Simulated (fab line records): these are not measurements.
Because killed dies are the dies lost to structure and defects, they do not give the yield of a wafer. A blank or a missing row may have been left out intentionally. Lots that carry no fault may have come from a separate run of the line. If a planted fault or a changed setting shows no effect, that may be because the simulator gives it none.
fab line records -- flow n5Finfet -- part 2 of 2: steps 5 to 6 of 6
[record] lots = 22, wafers = 66, lastDay = 17
route steps=1938 shown BEOL_M6@1240 BEOL_M8@1347 BEOL_M9@1423
lots with no fault: from the same line, run without faults
startH: hours from the record's opening day to when the first of the lot's shown wafers began -- waitH: hours since the lot's step before -- " the same as in the row above -- L1.1+2: several wafers, shown together as one row -- - no value, or no start given -- * or withheld: withheld -- < > ~ a bound
route shown NAME@n: names a module that has steps shown in the file, with the first one's number in the route -- usual: average and standard deviation across the fault-free wafers -- same: alike in all rows -- chamber/n: place in a boat -- sites: each site's reading -- _std_site: their standard deviation -- _edge_site: mean of outer sites minus mean of inner sites -- radiusMm: how far each site lies from the wafer's centre -- mask NAME#n: copy n -- behind: the last tool/chamber to shape the wafer -- hold: why the lot was held/for how many hours/how that ended -- device: the transistor (n, p or np) that didn't switch -- end of line: the same wafers' tests at the end of the route -- for a step that has no rows: nothing shown but its recipe -- killed: not the wafer's yield, but the dies lost to structure and defects at the first sort -- map: dies across one wafer; x = killed, . = not, _ = none there
set.NAME: the setting the step ran with; set.NAME@STEP: the setting that earlier step ran with -- model.NAME: the simulator's own value behind a step, which no gauge read
steps of the route over a sample of lots; a table a step, a row a wafer
services: from which hour (startH, from the record's first day; less than 0 if before it) a tool's chamber was out of use, for how many hours, and why
[[steps]]
[step N5_BEOL_M8_STRIP_80]
[recipe] chemistry = N2/H2, timeS = 10, powerW = 450, tempC = 40, pressureMtorr = 20, rfFrequencyHz = 6e+07, biasPowerW = 7, n2FlowSccm = 200, h2FlowSccm = 200
[usual] drypumpMotorCurrentA = 5.6/0.54, n2FlowSccm = 199.9/0.57, oesProductAu = 0.82/0.058, rfVppV = 59.1/0.86, showerheadPlenumPTorr = 2.57/0.1, throttleValvePct = 23.54/0.19
[same] timeS = 10
lot.wafer,tool,chamber,startH,waitH,drypumpMotorCurrentA,n2FlowSccm,oesProductAu,rfHoursCounterH,rfVppV,showerheadPlenumPTorr,throttleValvePct
L074.4,rieDiel-02,0,-,-,5.8,199.8,0.85,45,59.6,2.60,23.39
L074.5,rieDiel-02,1,-,-,5.6,199.9,0.84,-,59.1,2.57,23.22
L074.6,rieDiel-02,2,-,-,5.8,200.2,0.81,-,59.3,2.69,23.64
L075.2,rieDiel-02,1,-,-,5.6,199.8,0.82,73,60.0,2.57,23.24
L075.3,rieDiel-02,2,-,-,5.7,200.1,0.80,91,59.9,2.68,23.65
L075.4,rieDiel-02,0,-,-,5.8,199.8,0.85,52,59.8,2.60,23.41
L077.2,rieDiel-01,0,-,-,6.1,199.3,0.69,242,57.3,2.40,23.83
L077.4,rieDiel-01,1,-,-,5.3,200.9,0.67,231,59.8,2.51,23.78
L077.5,rieDiel-01,2,-,-,6.4,200.6,0.93,-,59.7,2.48,23.21
L076.1,rieDiel-01,2,-,-,6.4,200.3,0.92,11,59.7,2.48,23.22
L076.3,rieDiel-01,3,-,-,5.7,200.8,0.82,54,58.2,2.47,23.45
L076.4,rieDiel-01,1,-,-,5.3,200.0,0.68,231,58.0,2.51,23.79
L078.1,rieDiel-02,3,-,-,4.7,199.7,0.81,90,60.3,2.45,23.45
L078.2,rieDiel-02,1,-,-,5.6,200.0,0.80,79,59.3,2.57,23.25
L078.4,rieDiel-02,0,-,-,5.8,200.3,0.83,58,59.1,2.60,23.42
L080.1,rieDiel-02,1,-,-,5.6,199.7,0.80,82,58.4,2.57,23.25
L080.5,rieDiel-02,2,-,-,5.7,200.6,0.78,-,58.1,2.68,23.65
L080.6,rieDiel-02,1,-,-,5.6,200.2,0.81,-,59.1,2.57,23.23
L079.2,rieDiel-06,2,-,-,5.5,199.3,0.87,53,59.9,2.69,23.66
L079.3,rieDiel-06,1,-,-,6.7,199.6,0.77,127,57.8,2.45,23.85
L079.5,rieDiel-06,2,-,-,5.5,199.7,0.86,-,59.0,2.69,23.67
L081.2,rieDiel-06,0,-,-,5.3,200.4,0.85,38,59.5,2.70,23.61
L081.3,rieDiel-06,1,-,-,6.7,200.2,0.78,128,59.4,2.45,23.87
L081.5,rieDiel-06,3,-,-,5.2,200.7,0.84,-,58.7,2.65,23.34
L082.1,rieDiel-06,3,-,-,5.1,199.5,0.83,75,60.0,2.65,23.37
L082.4,rieDiel-06,1,-,-,6.7,200.0,0.77,132,58.3,2.45,23.86
L082.6,rieDiel-06,1,-,-,6.7,199.4,0.76,-,60.7,2.45,23.88
L083.1,rieDiel-02,2,-,-,5.8,199.8,0.77,107,59.3,2.68,23.66
L083.2,rieDiel-02,0,-,-,5.9,199.7,0.81,71,60.2,2.59,23.43
L083.5,rieDiel-02,2,-,-,5.8,200.3,0.77,-,60.6,2.68,23.67
L084.1,rieDiel-06,1,-,-,6.7,199.7,0.76,134,57.7,2.45,23.87
L084.2,rieDiel-06,3,-,-,5.2,198.8,0.83,76,61.0,2.65,23.36
L084.4,rieDiel-06,2,-,-,5.4,200.1,0.86,60,60.5,2.69,23.67
L085.2,rieDiel-06,0,-,-,5.3,200.0,0.84,46,58.8,2.70,23.64
L085.5,rieDiel-06,2,-,-,5.4,199.7,0.85,-,59.9,2.69,23.69
L085.6,rieDiel-06,3,-,-,5.2,200.1,0.84,-,61.7,2.65,23.37
L086.1,rieDiel-02,1,-,-,5.6,200.5,0.79,94,58.8,2.56,23.26
L086.3,rieDiel-02,0,-,-,5.8,199.2,0.79,85,58.7,2.58,23.46
L086.4,rieDiel-02,1,-,-,5.6,199.8,0.79,-,58.9,2.56,23.26
L087.3,rieDiel-06,1,-,-,6.7,200.3,0.77,145,58.0,2.44,23.89
L087.4,rieDiel-06,0,-,-,5.3,198.2,0.83,54,59.9,2.69,23.63
L087.6,rieDiel-06,1,-,-,6.7,200.1,0.77,-,58.3,2.44,23.89
L089.4,rieDiel-06,3,-,-,5.2,200.2,0.82,88,60.8,2.65,23.37
L089.5,rieDiel-06,3,-,-,5.1,200.3,0.82,-,60.3,2.65,23.37
L089.6,rieDiel-06,2,-,-,5.4,200.1,0.83,-,58.6,2.68,23.70
L088.3,rieDiel-01,3,-,-,5.7,200.4,0.78,85,59.8,2.45,23.49
L088.5,rieDiel-01,1,-,-,5.3,200.2,1.01,-,58.9,2.50,23.63
L088.6,rieDiel-01,0,-,-,6.1,198.7,0.94,-,59.1,2.71,23.53
L090.3,rieDiel-02,3,-,-,4.7,198.8,0.78,123,58.6,2.43,23.48
L090.5,rieDiel-02,0,-,-,5.8,200.3,0.79,-,58.9,2.58,23.46
L090.6,rieDiel-02,3,-,-,4.7,198.9,0.78,-,59.7,2.43,23.50
L092.1,rieDiel-06,0,-,-,5.3,199.5,0.82,61,58.4,2.69,23.64
L092.3,rieDiel-06,1,-,-,6.6,199.0,0.75,152,59.1,2.44,23.90
L092.6,rieDiel-06,0,-,-,5.3,199.1,0.82,-,58.4,2.69,23.64
L094.1,rieDiel-01,2,-,-,6.4,200.1,0.85,48,58.2,2.47,23.28
L094.2,rieDiel-01,0,-,-,6.1,199.6,0.92,12,60.9,2.71,23.53
L094.6,rieDiel-01,3,-,-,5.7,200.1,0.78,-,58.0,2.45,23.52
L091.1,rieDiel-01,0,-,-,6.1,200.8,0.92,15,59.5,2.71,23.53
L091.4,rieDiel-01,2,-,-,6.4,198.5,0.86,51,58.7,2.46,23.27
L091.5,rieDiel-01,1,-,-,5.4,200.0,0.97,-,59.3,2.50,23.65
L096.1,rieDiel-06,1,-,-,6.7,199.7,0.75,164,58.6,2.43,23.92
L096.2,rieDiel-06,2,-,-,5.4,200.6,0.83,91,57.5,2.67,23.72
L096.6,rieDiel-06,2,-,-,5.5,199.6,0.82,-,60.4,2.67,23.72
L097.1,rieDiel-06,3,-,-,5.2,200.2,0.80,108,59.4,2.64,23.40
L097.3,rieDiel-06,0,-,-,5.3,200.1,0.82,76,58.4,2.68,23.66
L097.5,rieDiel-06,2,-,-,5.4,199.8,0.81,-,59.4,2.67,23.73
[step N5_BEOL_M9_STRIP_19]
[recipe] chemistry = O2, powerW = 400, tempC = 40, pressureMtorr = 30, rfFrequencyHz = 6e+07, biasPowerW = 0, overashFraction = 0.2, o2FlowSccm = 225
[usual] drypumpMotorCurrentA = 5.5/0.51, oesProductAu = 0.83/0.11, rfVppV = 3.6/0.58, showerheadPlenumPTorr = 2.10/0.08, throttleValvePct = 16.5/0.32
lot.wafer,tool,chamber,startH,waitH,drypumpMotorCurrentA,oesProductAu,rfHoursCounterH,rfVppV,showerheadPlenumPTorr,throttleValvePct
L074.4,rieDiel-04,1,192.93,0.1,5.0,0.71,170,2.8,2.01,16.7
L074.5,rieDiel-04,0,192.93,0.1,5.1,0.70,-,2.8,1.98,16.6
L074.6,rieDiel-04,3,192.93,0.1,6.0,0.77,-,3.4,2.03,16.7
L075.2,rieDiel-05,2,212.89,0.1,5.6,0.66,249,3.3,2.15,16.5
L075.3,rieDiel-05,3,212.89,0.1,5.0,0.99,2,3.6,2.04,15.9
L075.4,rieDiel-05,3,212.89,0.1,5.0,0.98,-,3.0,2.04,15.9
L077.2,rieDiel-05,3,217.40,0.1,5.0,0.98,4,3.2,2.04,15.9
L077.4,rieDiel-05,3,217.40,0.1,5.0,0.99,-,4.5,2.04,15.9
L077.5,rieDiel-05,0,217.40,0.1,5.5,0.87,-,4.9,2.12,16.1
L076.1,rieDiel-03,2,218.87,0.1,6.6,0.75,170,2.9,2.19,16.7
L076.3,rieDiel-03,3,218.87,0.1,5.4,0.93,13,3.4,2.06,16.6
L076.4,rieDiel-03,1,218.87,0.1,4.9,0.85,-,3.7,2.21,16.8
L078.1,rieDiel-05,0,228.72,0.1,5.6,0.87,62,2.7,2.12,16.1
L078.2,rieDiel-05,3,228.72,0.1,5.0,0.96,8,2.9,2.04,15.9
L078.4,rieDiel-05,3,228.72,0.1,5.0,0.97,-,4.4,2.04,15.9
L080.1,rieDiel-04,3,237.46,0.1,6.1,0.76,144,3.7,2.02,16.8
L080.5,rieDiel-04,1,237.46,0.1,5.0,0.70,-,3.8,2.00,16.7
L080.6,rieDiel-04,0,237.46,0.1,5.1,0.70,-,3.9,1.98,16.6
L079.2,rieDiel-03,1,239.51,0.1,4.9,0.84,67,3.8,2.21,16.8
L079.3,rieDiel-03,3,239.51,0.1,5.4,0.92,19,3.2,2.06,16.6
L079.5,rieDiel-03,1,239.51,0.1,4.9,0.83,-,3.1,2.21,16.8
L081.2,rieDiel-05,3,242.83,0.1,5.0,0.95,13,4.0,2.04,15.9
L081.3,rieDiel-05,2,242.83,0.1,5.7,0.64,260,4.0,2.15,16.5
L081.5,rieDiel-05,0,242.83,0.1,5.6,0.87,-,3.2,2.12,16.1
L082.1,rieDiel-03,3,256.03,0.1,5.4,0.91,26,3.8,2.06,16.6
L082.4,rieDiel-03,0,256.03,0.1,5.6,0.93,13,3.3,2.07,16.5
L082.6,rieDiel-03,2,256.03,0.1,6.6,0.73,-,4.2,2.19,16.7
L083.1,rieDiel-05,3,259.62,0.1,5.0,0.92,20,3.3,2.03,15.9
L083.2,rieDiel-05,0,259.62,0.1,5.5,0.85,73,4.4,2.12,16.2
L083.5,rieDiel-05,3,259.62,0.1,5.0,0.92,-,4.3,2.03,15.9
L084.1,rieDiel-05,0,260.85,0.1,5.5,0.86,74,3.8,2.12,16.2
L084.2,rieDiel-05,1,260.85,0.1,5.8,0.96,7,3.7,2.24,16.2
L084.4,rieDiel-05,1,260.85,0.1,5.8,0.97,-,3.0,2.24,16.2
L085.2,rieDiel-05,2,265.73,0.1,5.6,1.01,1,1.8,2.15,16.1
L085.5,rieDiel-05,1,265.73,0.1,5.8,0.96,-,4.4,2.24,16.3
L085.6,rieDiel-05,2,265.73,0.1,5.7,1.01,-,2.9,2.15,16.1
L086.1,rieDiel-03,1,292.58,0.2,4.9,0.83,78,3.2,2.20,16.8
L086.3,rieDiel-03,2,292.58,0.2,6.6,0.74,187,3.4,2.18,16.7
L086.4,rieDiel-03,3,292.58,0.2,5.4,0.90,33,3.5,2.06,16.6
L087.3,rieDiel-05,1,292.94,0.1,5.8,0.94,15,4.3,2.24,16.3
L087.4,rieDiel-05,0,292.94,0.1,5.5,0.84,83,3.2,2.11,16.2
L087.6,rieDiel-05,0,292.94,0.1,5.5,0.84,-,4.0,2.11,16.2
L088.3,rieDiel-03,2,298.13,0.1,6.6,0.73,189,4.1,2.18,16.8
L088.5,rieDiel-03,3,298.13,0.1,5.4,0.89,-,4.1,2.06,16.6
L088.6,rieDiel-03,2,298.13,0.1,6.6,0.73,-,3.7,2.18,16.7
L089.4,rieDiel-04,3,298.53,0.1,6.0,0.73,-,3.4,2.01,16.8
L089.5,rieDiel-04,1,298.53,0.1,5.0,0.69,-,4.1,2.00,16.8
L089.6,rieDiel-04,0,298.53,0.1,5.1,0.68,-,4.0,1.97,16.7
L090.3,rieDiel-04,3,305.87,0.2,6.1,0.73,167,3.5,2.01,16.8
L090.5,rieDiel-04,1,305.87,0.2,5.0,0.68,-,3.6,2.00,16.8
L090.6,rieDiel-04,0,305.87,0.2,5.1,0.68,-,3.5,1.97,16.7
L092.1,rieDiel-05,3,314.18,0.1,5.0,0.90,35,3.8,2.03,15.9
L092.3,rieDiel-05,0,314.18,0.1,5.5,0.83,89,4.0,2.11,16.2
L092.6,rieDiel-05,0,314.18,0.1,5.5,0.83,-,3.8,2.11,16.2
L094.1,rieDiel-04,1,314.70,0.1,5.0,0.68,211,3.1,1.99,16.8
L094.2,rieDiel-04,2,314.70,0.1,6.3,1.00,3,4.2,2.07,16.6
L094.6,rieDiel-04,3,314.70,0.1,6.1,0.73,-,2.6,2.01,16.8
L091.1,rieDiel-03,3,325.20,0.1,5.4,0.89,42,2.7,2.05,16.6
L091.4,rieDiel-03,2,325.20,0.1,6.6,0.72,196,3.0,2.18,16.7
L091.5,rieDiel-03,3,325.20,0.1,5.4,0.88,-,2.8,2.05,16.6
L096.1,rieDiel-03,2,349.21,0.1,6.6,0.72,204,3.4,2.18,16.8
L096.2,rieDiel-03,1,349.21,0.1,4.9,0.82,93,4.6,2.20,16.9
L096.6,rieDiel-03,2,349.21,0.1,6.6,0.72,-,2.6,2.18,16.8
L097.1,rieDiel-04,1,358.98,0.1,5.0,0.67,225,4.3,1.99,16.8
L097.3,rieDiel-04,0,358.98,0.1,5.1,0.98,6,3.8,2.23,16.2
L097.5,rieDiel-04,0,358.98,0.1,5.1,0.98,-,3.8,2.23,16.2
[[services]]
tool,chamber,startH,hours,kind
uvCure-01,-,151.81,4.8,repair
uvCure-02,-,154.86,2.2,repair
rieDiel-01,2,155.86,-,clean
rieDiel-01,2,155.86,-,consumableReplace:focusRing
rieDiel-01,2,155.86,24.8,scheduledDown
rieDiel-01,2,155.86,24.8,ventCycle
uvCure-01,-,162.00,5.0,pm
uvCure-01,-,171.95,1.5,repair
rieDiel-04,1,183.48,4.8,repair
rieDiel-06,3,219.51,1.4,repair
rieDiel-01,0,239.19,-,clean
rieDiel-01,0,239.19,-,consumableReplace:focusRing
rieDiel-01,0,239.19,-,consumableReplace:showerhead
rieDiel-01,0,239.19,32.1,scheduledDown
rieDiel-01,0,239.19,32.1,ventCycle
rieDiel-02,1,259.35,18.6,repair
rieDiel-01,1,271.35,-,clean
rieDiel-01,1,271.35,-,consumableReplace:focusRing
rieDiel-01,1,271.35,14.4,scheduledDown
uvCure-03,-,322.08,8.3,repair
rieDiel-02,3,329.31,13.5,repair
rieDiel-03,1,342.20,1.8,repair
uvCure-03,-,356.44,5.5,repair
rieDiel-06,-,358.14,0.3,repair
